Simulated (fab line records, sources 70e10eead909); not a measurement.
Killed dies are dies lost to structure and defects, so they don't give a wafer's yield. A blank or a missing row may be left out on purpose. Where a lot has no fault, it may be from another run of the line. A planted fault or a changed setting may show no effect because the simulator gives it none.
Chamber matching || flow nand harc || NHARC_A_STAIRCASE_ALD_415 on ald hk-01 has 4 sister chambers
The step deposits SiO2, target thk 30 nm, pulse time 6 s, ald cycles 300. 8 wafers are shown with their chamber, then 11 later ones without.

== WAFERS PAIRED WITH THEIR CHAMBERS ==
{"wafer": "L078.4", "chamber": 1, "heater power w (W)": 419, "precursor pulse height rel": 1.010}
{"wafer": "L089.6", "chamber": 2, "heater power w (W)": 409, "precursor pulse height rel": 1.012}
{"wafer": "L086.3", "chamber": 1, "heater power w (W)": 426, "precursor pulse height rel": 0.998}
{"wafer": "L086.5", "chamber": 3, "heater power w (W)": 482, "precursor pulse height rel": 0.968}
{"wafer": "L087.3", "chamber": 0, "heater power w (W)": 501, "precursor pulse height rel": 0.995}
{"wafer": "L087.5", "chamber": 3, "heater power w (W)": 469, "precursor pulse height rel": 0.981}
{"wafer": "L087.6", "chamber": 2, "heater power w (W)": 407, "precursor pulse height rel": 0.984}
{"wafer": "L091.2", "chamber": 0, "heater power w (W)": 511, "precursor pulse height rel": 0.982}

== WAFERS WITHOUT THEIR CHAMBER ==
{"wafer": "L091.3", "heater power w (W)": 471, "precursor pulse height rel": 1.024}
{"wafer": "L091.4", "heater power w (W)": 410, "precursor pulse height rel": 1.014}
{"wafer": "L092.4", "heater power w (W)": 433, "precursor pulse height rel": 1.001}
{"wafer": "L092.5", "heater power w (W)": 402, "precursor pulse height rel": 1.006}
{"wafer": "L092.6", "heater power w (W)": 471, "precursor pulse height rel": 0.997}
{"wafer": "L094.1", "heater power w (W)": 429, "precursor pulse height rel": 1.013}
{"wafer": "L094.2", "heater power w (W)": 505, "precursor pulse height rel": 0.995}
{"wafer": "L094.3", "heater power w (W)": 405, "precursor pulse height rel": 0.995}
{"wafer": "L093.3", "heater power w (W)": 495, "precursor pulse height rel": 1.046}
{"wafer": "L093.4", "heater power w (W)": 431, "precursor pulse height rel": 0.957}
{"wafer": "L093.5", "heater power w (W)": 429, "precursor pulse height rel": 1.008}

== EACH ONE'S CHAMBER ==
{"wafer": "L091.3", "from the rows above": 3, "in truth": 3}
{"wafer": "L091.4", "from the rows above": "can't be placed: 2 or 1", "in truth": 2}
{"wafer": "L092.4", "from the rows above": 1, "in truth": 1}
{"wafer": "L092.5", "from the rows above": 2, "in truth": 2}
{"wafer": "L092.6", "from the rows above": 3, "in truth": 3}
{"wafer": "L094.1", "from the rows above": 1, "in truth": 1}
{"wafer": "L094.2", "from the rows above": 0, "in truth": 0}
{"wafer": "L094.3", "from the rows above": 2, "in truth": 2}
{"wafer": "L093.3", "from the rows above": "can't be placed: 0 or 3", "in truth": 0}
{"wafer": "L093.4", "from the rows above": "can't be placed: 1 or 2", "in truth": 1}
{"wafer": "L093.5", "from the rows above": 1, "in truth": 1}
Correct placement for 8 of the 11. From these rows, 3 cannot be placed; in 3 the true chamber is one of the candidates. Wrongly placed: 0.
How it was worked out, from the rows above alone: a wafer's distance from a chamber is the root of the sum, over the readings, of the square of ((its reading less the chamber's mean) divided by the reading's scatter). The wafer belongs to the nearest chamber; if the next one is less than 2 further off, it can't be placed. A chamber's mean is the mean of its shown wafers. The scatter is the square root of a quotient: the sum, over the shown wafers, of each reading's squared deviation from its chamber's mean, divided by wafers minus chambers.
